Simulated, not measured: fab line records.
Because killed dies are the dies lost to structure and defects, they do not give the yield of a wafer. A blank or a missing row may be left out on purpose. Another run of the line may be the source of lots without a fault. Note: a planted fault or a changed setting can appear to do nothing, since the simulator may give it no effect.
Which tool is to blame? | flow n5-finfet | 23 lots, 69 wafers sampled, at 5 steps of a route of 1938

== WHAT THE GAUGES READ, wafer by wafer ==
N5_BEOL_M6_THK_MEAS_53: measures by xrf. Usual: for M6_THK the level is 81.4 nm and the standard deviation is 2.7.
lot  | measured     | on            | M6_THK (nm)    | flag
L074 | day 8 18:52  | film-metro-02 | 76.8 78.5 79.8 |
L075 | day 9 00:23  | film-metro-02 | 78.4 77.5 78.6 |
L076 | day 9 01:40  | film-metro-02 | 79.5 80.1 82.0 |
L077 | day 9 05:04  | film-metro-01 | 78.2 78.4 78.2 |
L078 | day 9 17:44  | film-metro-01 | 85.0 81.6 81.7 |
L079 | day 9 21:35  | film-metro-01 | 78.6 77.2 77.3 |
L080 | day 9 22:25  | film-metro-01 | 83.0 78.9 82.8 |
L081 | day 10 11:04 | film-metro-01 | 84.1 80.7 83.8 |
L082 | day 10 17:50 | film-metro-01 | 78.1 82.0 79.0 |
L083 | day 10 20:29 | film-metro-02 | 82.1 79.4 79.2 |
L084 | day 10 20:43 | film-metro-01 | 79.2 79.0 77.4 |
L086 | day 12 04:40 | film-metro-02 | 83.9 79.6 83.6 |
L087 | day 12 04:01 | film-metro-02 | 80.8 85.9 78.8 |
L089 | day 12 05:06 | film-metro-02 | 86.7 78.8 81.6 |
L088 | day 13 06:11 | film-metro-02 | 84.6 85.0 87.0 |
L090 | day 13 09:54 | film-metro-01 | 82.3 79.5 80.3 |
L092 | day 13 12:29 | film-metro-02 | 84.3 85.4 79.2 |
L091 | day 13 15:26 | film-metro-01 | 81.9 81.7 81.5 |
L093 | day 14 13:13 | film-metro-01 | 84.4 82.5 86.6 |
L094 | day 14 15:37 | film-metro-02 | 85.0 80.6 81.6 |
L097 | day 14 19:17 | film-metro-01 | 85.1 83.2 84.7 |
L095 | day 14 21:04 | film-metro-01 | 83.6 84.7 82.0 |
L096 | day 15 00:22 | film-metro-02 | 86.6 84.2 85.6 |

N5_BEOL_M7_OVL_MEAS_29. Usual: for V6_OVL the level is 0.3 nm and the standard deviation is 0.88.
lot  | measured     | on         | V6_OVL (nm)    | flag
L074 | day 8 22:27  | overlay-01 | -1.5 0.8 -0.7  |
L075 | day 9 04:30  | overlay-02 | 2.0 0.3 1.5    |
L076 | day 9 04:32  | overlay-01 | 0.0 2.1 1.8    |
L077 | day 9 09:17  | overlay-01 | 0.3 -0.8 -1.0  |
L078 | day 9 20:47  | overlay-02 | 0.5 1.1 0.3    |
L079 | day 10 03:51 | overlay-02 | 2.0 0.8 0.4    |
L080 | day 10 03:50 | overlay-01 | 0.4 -1.0 1.7   |
L081 | day 10 15:04 | overlay-02 | 0.4 1.5 0.3    |
L082 | day 10 21:23 | overlay-01 | 0.2 1.1 1.5    |
L083 | day 11 01:16 | overlay-01 | -0.1 -1.4 -0.4 |
L084 | day 11 01:26 | overlay-02 | 0.4 0.5 -0.3   |
L086 | day 12 10:18 | overlay-02 | -0.8 0.4 0.1   |
L087 | day 12 10:10 | overlay-02 | 0.1 0.0 1.0    |
L089 | day 12 10:20 | overlay-01 | 1.4 -0.1 1.4   |
L088 | day 13 09:59 | overlay-01 | -1.2 0.1 -0.6  |
L090 | day 13 14:17 | overlay-02 | -0.6 -1.1 0.3  |
L092 | day 13 18:19 | overlay-02 | 0.3 1.3 1.4    |
L091 | day 13 18:22 | overlay-02 | -0.4 1.4 0.5   |
L093 | day 14 16:45 | overlay-02 | -0.7 0.4 0.6   |
L094 | day 14 21:01 | overlay-01 | 0.6 -0.4 0.0   |
L097 | day 14 22:48 | overlay-01 | -0.9 0.4 -1.4  |
L095 | day 15 00:12 | overlay-02 | 0.7 0.5 -0.8   |
L096 | day 15 03:31 | overlay-02 | 0.3 0.1 0.2    |

== TOOL THAT RAN EACH LOT (tool first, then ch and the chambers of the sampled wafers, then the start) ==
lot  | N5_BEOL_M6_HM_OPEN_17             | N5_BEOL_M6_ETCH_66                 | N5_BEOL_M6_STRIP_36
L074 | rie-metal-01 ch 0,1, day 8 15:39  | rie-diel-04 ch 0,1,3, day 8 16:28  | rie-diel-04 ch 0,1,3, day 8 16:37
L075 | rie-metal-01 ch 0,1, day 8 17:59  | rie-diel-05 ch 0,2,3, day 8 20:25  | rie-diel-05 ch 0,2,3, day 8 20:34
L076 | rie-metal-01 ch 0,1, day 8 21:37  | rie-diel-05 ch 0,1,2, day 8 22:45  | rie-diel-05 ch 0,1,2, day 8 22:55
L077 | rie-metal-03 ch 0,1, day 9 00:22  | rie-diel-05 ch 0,2,3, day 9 02:13  | rie-diel-05 ch 0,2,3, day 9 02:22
L078 | rie-metal-01 ch 0,1, day 9 14:32  | rie-diel-03 ch 1,2,3, day 9 15:14  | rie-diel-03 ch 1,2,3, day 9 15:23
L079 | rie-metal-03 ch 0,1, day 9 17:07  | rie-diel-05 ch 0,1,3, day 9 18:34  | rie-diel-05 ch 0,1,3, day 9 18:44
L080 | rie-metal-03 ch 0,1, day 9 18:33  | rie-diel-03 ch 0,1, day 9 19:58    | rie-diel-03 ch 0,1, day 9 20:07
L081 | rie-metal-02 ch 0,1, day 10 05:35 | rie-diel-03 ch 1,2,3, day 10 06:38 | rie-diel-03 ch 1,2,3, day 10 06:47
L082 | rie-metal-03 ch 0,1, day 10 13:04 | rie-diel-04 ch 0,2, day 10 15:05   | rie-diel-04 ch 0,2, day 10 15:15
L083 | rie-metal-02 ch 0,1, day 10 16:50 | rie-diel-05 ch 1,3, day 10 17:53   | rie-diel-05 ch 1,3, day 10 18:02
L084 | rie-metal-01 ch 0,1, day 10 16:55 | rie-diel-04 ch 0,2, day 10 18:06   | rie-diel-04 ch 0,2, day 10 18:15
L086 | rie-metal-03 ch 0,1, day 11 21:23 | rie-diel-03 ch 0,3, day 12 01:29   | rie-diel-03 ch 0,3, day 12 01:39
L087 | rie-metal-01 ch 0,1, day 11 22:30 | rie-diel-05 ch 1,2,3, day 12 01:03 | rie-diel-05 ch 1,2,3, day 12 01:13
L089 | rie-metal-01 ch 0,1, day 12 00:41 | rie-diel-05 ch 0,2,3, day 12 01:30 | rie-diel-05 ch 0,2,3, day 12 01:39
L088 | rie-metal-03 ch 0,1, day 12 22:56 | rie-diel-05 ch 0,2, day 13 03:46   | rie-diel-05 ch 0,2, day 13 03:55
L090 | rie-metal-02 ch 0,1, day 13 06:26 | rie-diel-04 ch 1,2,3, day 13 07:14 | rie-diel-04 ch 1,2,3, day 13 07:23
L092 | rie-metal-02 ch 0,1, day 13 08:31 | rie-diel-05 ch 0,1, day 13 10:07   | rie-diel-05 ch 0,1, day 13 10:16
L091 | rie-metal-01 ch 0, day 13 08:41   | rie-diel-03 ch 0,2, day 13 10:32   | rie-diel-03 ch 0,2, day 13 10:41
L093 | rie-metal-02 ch 1, day 14 04:49   | rie-diel-03 ch 2,3, day 14 10:10   | rie-diel-03 ch 2,3, day 14 10:19
L094 | rie-metal-03 ch 0, day 14 04:52   | rie-diel-03 ch 0,3, day 14 10:34   | rie-diel-03 ch 0,3, day 14 10:43
L097 | rie-metal-03 ch 0, day 14 15:01   | rie-diel-03 ch 1,2,3, day 14 16:52 | rie-diel-03 ch 1,2,3, day 14 17:01
L095 | rie-metal-02 ch 0, day 14 15:14   | rie-diel-03 ch 0,3, day 14 17:16   | rie-diel-03 ch 0,3, day 14 17:25
L096 | rie-metal-03 ch 0, day 14 18:55   | rie-diel-05 ch 0,2, day 14 21:10   | rie-diel-05 ch 0,2, day 14 21:20
- N5_BEOL_M6_HM_OPEN_17: chemistry Cl2/BCl3, target TiN, target depth 20 nm, overetch 6 nm.
- N5_BEOL_M6_ETCH_66: etches SOC in N2/H2, target depth 80 nm, overetch 16 nm, time 120 s.
- N5_BEOL_M6_STRIP_36: strips in N2/H2.

== AS READ BY THE TOOLS THEMSELVES (means over the sampled wafers that have a number; for cases with no such wafer, the mark the record gives instead) ==
N5_BEOL_M6_HM_OPEN_17. Usual: drypump-motor-current-A 5.2 A, standard deviation 0.45; oes-product-au 0.62 a.u., standard deviation 0.055; throttle-valve-pct 22.1 %, standard deviation 0.3.
lot  | tool         | drypump-motor-current-A (A) | oes-product-au (a.u.) | throttle-valve-pct (%) | flag
L074 | rie-metal-01 | 5.0                         | 0.69                  | 21.8                   |
L075 | rie-metal-01 | 4.9                         | 0.66                  | 21.9                   |
L076 | rie-metal-01 | 4.9                         | 0.66                  | 21.9                   |
L077 | rie-metal-03 | 5.5                         | 0.57                  | 22.5                   |
L078 | rie-metal-01 | 4.9                         | 0.65                  | 21.9                   |
L079 | rie-metal-03 | 5.5                         | 0.56                  | 22.5                   |
L080 | rie-metal-03 | 5.5                         | 0.56                  | 22.5                   |
L081 | rie-metal-02 | 5.8                         | 0.66                  | 21.9                   |
L082 | rie-metal-03 | 5.2                         | 0.56                  | 22.4                   |
L083 | rie-metal-02 | 5.8                         | 0.66                  | 21.9                   |
L084 | rie-metal-01 | 5.0                         | 0.67                  | 21.8                   |
L086 | rie-metal-03 | 5.5                         | 0.55                  | 22.5                   |
L087 | rie-metal-01 | 5.0                         | 0.68                  | 21.8                   |
L089 | rie-metal-01 | 4.9                         | 0.64                  | 21.9                   |
L088 | rie-metal-03 | 5.2                         | 0.57                  | 22.4                   |
L090 | rie-metal-02 | 5.7                         | 0.64                  | 22.1                   |
L092 | rie-metal-02 | 5.8                         | 0.65                  | 22.0                   |
L091 | rie-metal-01 | 4.9                         | 0.60                  | 22.0                   |
L093 | rie-metal-02 | 6.0                         | 0.64                  | 21.9                   |
L094 | rie-metal-03 | 4.8                         | 0.57                  | 22.2                   |
L097 | rie-metal-03 | 4.8                         | 0.57                  | 22.2                   |
L095 | rie-metal-02 | 5.5                         | 0.64                  | 22.2                   |
L096 | rie-metal-03 | 4.8                         | 0.57                  | 22.2                   |

N5_BEOL_M6_ETCH_66. Usual: drypump-motor-current-A 5.9 A, standard deviation 0.48; n2-flow-sccm 200.0 sccm, standard deviation 0.61; oes-product-au 0.60 a.u., standard deviation 0.076; rf-vpp-V 523.9 V, standard deviation 2.6; showerhead-plenum-p-Torr 2.55 Torr, standard deviation 0.093; throttle-valve-pct 17.76 %, standard deviation 0.23.
lot  | tool        | drypump-motor-current-A (A) | n2-flow-sccm (sccm) | oes-product-au (a.u.) | rf-vpp-V (V) | showerhead-plenum-p-Torr (Torr) | throttle-valve-pct (%) | flag
L074 | rie-diel-04 | 6.2                         | 200.2               | 0.56                  | 524.4        | 2.56                            | 17.61                  |
L075 | rie-diel-05 | 6.0                         | 200.0               | 0.53                  | 522.2        | 2.47                            | 17.83                  |
L076 | rie-diel-05 | 5.6                         | 200.2               | 0.54                  | 521.3        | 2.45                            | 17.86                  |
L077 | rie-diel-05 | 6.0                         | 199.9               | 0.53                  | 521.4        | 2.47                            | 17.83                  |
L078 | rie-diel-03 | 6.0                         | 200.0               | 0.61                  | 523.3        | 2.53                            | 17.92                  |
L079 | rie-diel-05 | 5.7                         | 200.7               | 0.53                  | 523.4        | 2.51                            | 17.71                  |
L080 | rie-diel-03 | 6.2                         | 199.3               | 0.60                  | 522.8        | 2.49                            | 17.63                  |
L081 | rie-diel-03 | 6.0                         | 199.5               | 0.61                  | 523.7        | 2.53                            | 17.93                  |
L082 | rie-diel-04 | 6.4                         | 200.4               | 0.53                  | 524.7        | 2.55                            | 17.98                  |
L083 | rie-diel-05 | 5.7                         | 200.1               | 0.54                  | 524.3        | 2.57                            | 17.64                  |
L084 | rie-diel-04 | 6.5                         | 200.6               | 0.53                  | 525.2        | 2.58                            | 17.82                  |
L086 | rie-diel-03 | 5.5                         | 199.7               | 0.61                  | 521.9        | 2.49                            | 17.85                  |
L087 | rie-diel-05 | 5.7                         | 199.9               | 0.59                  | 525.8        | 2.61                            | 17.71                  |
L089 | rie-diel-05 | 6.0                         | 200.5               | 0.67                  | 527.2        | 2.68                            | 17.59                  |
L088 | rie-diel-05 | 5.9                         | 199.3               | 0.71                  | 528.4        | 2.72                            | 17.53                  |
L090 | rie-diel-04 | 6.2                         | 199.8               | 0.67                  | 522.7        | 2.51                            | 17.58                  |
L092 | rie-diel-05 | 5.6                         | 200.3               | 0.65                  | 526.1        | 2.65                            | 17.53                  |
L091 | rie-diel-03 | 5.6                         | 199.2               | 0.59                  | 523.7        | 2.53                            | 17.94                  |
L093 | rie-diel-03 | 5.7                         | 200.6               | 0.66                  | 523.1        | 2.52                            | 17.95                  |
L094 | rie-diel-03 | 5.4                         | 200.2               | 0.56                  | 522.7        | 2.49                            | 17.89                  |
L097 | rie-diel-03 | 6.0                         | 199.9               | 0.65                  | 523.1        | 2.51                            | 17.85                  |
L095 | rie-diel-03 | 5.5                         | 199.5               | 0.59                  | 521.8        | 2.48                            | 17.88                  |
L096 | rie-diel-05 | 5.9                         | 200.3               | 0.68                  | 528.1        | 2.71                            | 17.66                  |

N5_BEOL_M6_STRIP_36. Usual: drypump-motor-current-A 5.9 A, standard deviation 0.48; n2-flow-sccm 200.0 sccm, standard deviation 0.62; oes-product-au 0.78 a.u., standard deviation 0.11; rf-vpp-V 59.1 V, standard deviation 1.5; showerhead-plenum-p-Torr 2.54 Torr, standard deviation 0.093; throttle-valve-pct 23.58 %, standard deviation 0.28.
lot  | tool        | drypump-motor-current-A (A) | n2-flow-sccm (sccm) | oes-product-au (a.u.) | rf-vpp-V (V) | showerhead-plenum-p-Torr (Torr) | throttle-valve-pct (%) | flag
L074 | rie-diel-04 | 6.3                         | 200.1               | 0.72                  | 58.8         | 2.56                            | 23.36                  |
L075 | rie-diel-05 | 6.0                         | 200.2               | 0.69                  | 57.8         | 2.47                            | 23.59                  |
L076 | rie-diel-05 | 5.6                         | 200.1               | 0.69                  | 59.1         | 2.44                            | 23.68                  |
L077 | rie-diel-05 | 6.0                         | 199.4               | 0.68                  | 59.4         | 2.47                            | 23.60                  |
L078 | rie-diel-03 | 6.0                         | 199.8               | 0.81                  | 60.2         | 2.53                            | 23.78                  |
L079 | rie-diel-05 | 5.7                         | 199.5               | 0.69                  | 58.4         | 2.51                            | 23.47                  |
L080 | rie-diel-03 | 6.2                         | 200.7               | 0.80                  | 59.2         | 2.48                            | 23.42                  |
L081 | rie-diel-03 | 6.0                         | 199.5               | 0.80                  | 59.0         | 2.52                            | 23.80                  |
L082 | rie-diel-04 | 6.5                         | 200.3               | 0.69                  | 59.6         | 2.54                            | 23.74                  |
L083 | rie-diel-05 | 5.7                         | 199.3               | 0.70                  | 58.2         | 2.56                            | 23.37                  |
L084 | rie-diel-04 | 6.5                         | 199.6               | 0.68                  | 58.3         | 2.58                            | 23.54                  |
L086 | rie-diel-03 | 5.4                         | 200.9               | 0.79                  | 59.1         | 2.48                            | 23.65                  |
L087 | rie-diel-05 | 5.7                         | 200.8               | 0.77                  | 58.2         | 2.60                            | 23.52                  |
L089 | rie-diel-05 | 6.0                         | 200.2               | 0.88                  | 59.3         | 2.68                            | 23.42                  |
L088 | rie-diel-05 | 5.9                         | 199.6               | 0.93                  | 59.4         | 2.72                            | 23.41                  |
L090 | rie-diel-04 | 6.2                         | 199.8               | 0.89                  | 58.9         | 2.51                            | 23.42                  |
L092 | rie-diel-05 | 5.5                         | 200.6               | 0.85                  | 59.2         | 2.65                            | 23.35                  |
L091 | rie-diel-03 | 5.6                         | 200.0               | 0.77                  | 57.9         | 2.53                            | 23.80                  |
L093 | rie-diel-03 | 5.7                         | 200.0               | 0.86                  | 59.6         | 2.51                            | 23.85                  |
L094 | rie-diel-03 | 5.4                         | 199.8               | 0.72                  | 57.4         | 2.48                            | 23.64                  |
L097 | rie-diel-03 | 6.0                         | 200.2               | 0.85                  | 59.1         | 2.51                            | 23.75                  |
L095 | rie-diel-03 | 5.5                         | 200.1               | 0.78                  | 59.5         | 2.47                            | 23.67                  |
L096 | rie-diel-05 | 5.9                         | 200.0               | 0.90                  | 58.5         | 2.70                            | 23.58                  |

== THE ANSWER, worked out from the rows above alone ==
Rule: lot off if the mean of its wafers having a number is beyond 3 standard deviations from the usual mean. A lot without any number at a reading at which 4 lots or more have one is off too. The other lots that the step has rows for count as sound. After the gauges, taken in route order, come the tools' own readings; for these a lot's mean is taken, as printed above. At the first step where some lot is off, the reading lying furthest off is the one used; lots without a number count as furthest.
None of the lots is off at any reading shown; this tells nothing.

== WHAT THE SIMULATOR HAD PUT IN ==
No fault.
